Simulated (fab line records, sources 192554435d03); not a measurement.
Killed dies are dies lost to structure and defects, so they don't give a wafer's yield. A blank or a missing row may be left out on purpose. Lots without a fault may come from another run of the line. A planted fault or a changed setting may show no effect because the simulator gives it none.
Chamber matching | flow n5_finfet | N5_BEOL_M8_ETCH_41 on rie_diel-01: 4 sister chambers
The step etches SiCN in CH3F/O2, target depth 31.9 nm, time 57.8 s. 4 wafers are shown with their chamber, then 7 later ones without.

WAFERS WITH THEIR CHAMBER
wafer  | chamber | showerhead_plenum_p_Torr (Torr)
L636.6 | 0       | 2.04
L637.1 | 2       | 2.12
L637.6 | 3       | 2.10
L648.4 | 1       | 1.91

WAFERS WITHOUT THEIR CHAMBER
wafer  | showerhead_plenum_p_Torr (Torr)
L648.6 | 2.03
L650.3 | 1.91
L650.4 | 2.11
L650.6 | 2.03
L656.3 | 2.08
L656.4 | 1.91
L656.6 | 2.08

WHICH CHAMBER EACH WENT THROUGH
wafer  | from the rows above          | in truth
L648.6 | 0                            | 0
L650.3 | 1                            | 1
L650.4 | can't be placed: 3 or 2      | 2
L650.6 | 0                            | 0
L656.3 | can't be placed: 3 or 0 or 2 | 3
L656.4 | 1                            | 1
L656.6 | can't be placed: 3 or 0 or 2 | 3
Placed correctly: 4 of 7. Can't be placed from these rows: 3 (the true chamber is among the candidates in 3). Placed wrongly: 0.
How it was worked out, from the rows above alone: a wafer's distance from a chamber is the root of the sum, over the readings, of the square of ((its reading less the chamber's mean) divided by the reading's scatter). The wafer belongs to the nearest chamber; if the next one is less than 2 further off, it can't be placed. A chamber's mean is the mean of its shown wafers. The scatter: with one shown wafer a chamber, the root of the mean of the squares of how far each hidden wafer lies from its nearest shown one.
